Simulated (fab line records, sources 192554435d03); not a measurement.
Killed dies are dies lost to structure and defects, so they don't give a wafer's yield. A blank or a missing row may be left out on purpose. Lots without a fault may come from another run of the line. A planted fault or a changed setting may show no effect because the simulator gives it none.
Split-lot experiment | flow n5_finfet | 7 lots, 39 wafers read, on a route of 1938 steps

THE SPLIT
At N5_DUMMY_GATE_ETCH_37 (etches SOC in N2/H2, target depth 60 nm, overetch 30 nm), the setting source_w was moved away from the recipe's 840 W on 12 of the 39 wafers read, by -16.6% to +13.0%. The other wafers ran this setting at the recipe's value.

The reading is taken at the split's own step.

THE READING
rf_vpp_V, in V, at N5_DUMMY_GATE_ETCH_37 (etches SOC in N2/H2, target depth 60 nm, overetch 30 nm). Fault-free wafers of this fab line usually give 524.1 V, standard deviation 2.6 V.

wafer  | tool, chamber at the split | source_w as run, W | against the recipe | rf_vpp_V, V | against lot-mates on the recipe
L074.1 | rie_diel-02, 1             | 840                | recipe             | 520.3       | -
L074.2 | rie_diel-02, 2             | 840                | recipe             | 522.4       | -
L074.3 | rie_diel-02, 3             | 840                | recipe             | 525.8       | -
L074.4 | rie_diel-02, 0             | 840                | recipe             | 526.8       | -
L074.5 | rie_diel-02, 0             | 840                | recipe             | 527.8       | -
L074.6 | rie_diel-02, 3             | 840                | recipe             | 524.5       | -
L082.1 | rie_diel-05, 1             | 840                | recipe             | 526.5       | -
L082.2 | rie_diel-05, 0             | 700.8              | -16.6%             | 554.2       | +30.0
L082.3 | rie_diel-05, 3             | 840                | recipe             | 522.9       | -
L082.4 | rie_diel-05, 2             | 700.8              | -16.6%             | 560.6       | +36.4
L082.5 | rie_diel-05, 3             | 840                | recipe             | 523.3       | -
L082.6 | rie_diel-05, 0             | 700.8              | -16.6%             | 555.0       | +30.8
L085.1 | rie_diel-02, 1             | 840                | recipe             | 529.7       | -
L085.2 | rie_diel-02, 2             | 777.7              | -7.4%              | 534.6       | +7.4
L085.3 | rie_diel-02, 0             | 777.7              | -7.4%              | 539.9       | +12.7
L085.4 | rie_diel-02, 3             | 777.7              | -7.4%              | 538.3       | +11.1
L085.5 | rie_diel-02, 0             | 840                | recipe             | 525.9       | -
L085.6 | rie_diel-02, 3             | 840                | recipe             | 526.1       | -
L087.1 | rie_diel-06, 3             | 948.8              | +13.0%             | 500.0       | -19.3
L087.2 | rie_diel-06, 1             | 948.8              | +13.0%             | 502.5       | -16.8
L087.3 | rie_diel-06, 0             | 840                | recipe             | 518.5       | -
L087.4 | rie_diel-06, 3             | 840                | recipe             | 520.5       | -
L087.5 | rie_diel-06, 0             | 840                | recipe             | 518.9       | -
L087.6 | rie_diel-06, 1             | 948.8              | +13.0%             | 502.3       | -17.0
L092.2 | rie_diel-02, 1             | 840                | recipe             | 527.4       | -
L092.3 | rie_diel-02, 2             | 840                | recipe             | 522.4       | -
L092.5 | rie_diel-02, 2             | 840                | recipe             | 520.6       | -
L094.1 | rie_diel-06, 3             | 909.7              | +8.3%              | 507.0       | -17.8
L094.2 | rie_diel-06, 1             | 840                | recipe             | 523.2       | -
L094.3 | rie_diel-06, 0             | 909.7              | +8.3%              | 506.3       | -18.5
L094.4 | rie_diel-06, 2             | 840                | recipe             | 525.1       | -
L094.5 | rie_diel-06, 2             | 840                | recipe             | 526.0       | -
L094.6 | rie_diel-06, 3             | 909.7              | +8.3%              | 507.4       | -17.4
L096.1 | rie_diel-05, 2             | 840                | recipe             | 526.9       | -
L096.2 | rie_diel-05, 1             | 840                | recipe             | 524.0       | -
L096.3 | rie_diel-05, 3             | 840                | recipe             | 525.1       | -
L096.4 | rie_diel-05, 1             | 840                | recipe             | 525.1       | -
L096.5 | rie_diel-05, 3             | 840                | recipe             | 522.6       | -
L096.6 | rie_diel-05, 2             | 840                | recipe             | 527.3       | -

THE FIT
A straight line over all 39 wafers: rf_vpp_V changes by -1.89 V for each +1% of source_w; r = -0.98; the points scatter about the line by 2.7 V.
The same after taking each lot's own level away (the mean of its wafers on the recipe; 39 wafers): -1.75 V for each +1%; r = -0.97; scatter 2.9 V.
On that fit, the largest move of source_w shifts the reading by 29 V.
The lots' own levels span 519.30 to 527.23 V, that is 3.1 times the standard deviation above.
So the lot-to-lot level changes the slope little: the two slopes agree.
Check: with one of the wafers moved furthest among these (-16.6%) left out of the fit, the line predicts +29 V for it against its lot-mates. It came out at +30 V against them.
Tool readings at the split's step, against how far the setting was moved: rf_vpp_V r = -0.98.

THE FILE'S OWN FIT
rf_vpp_V changes by -1.75 V for each +1% of source_w, r = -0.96.
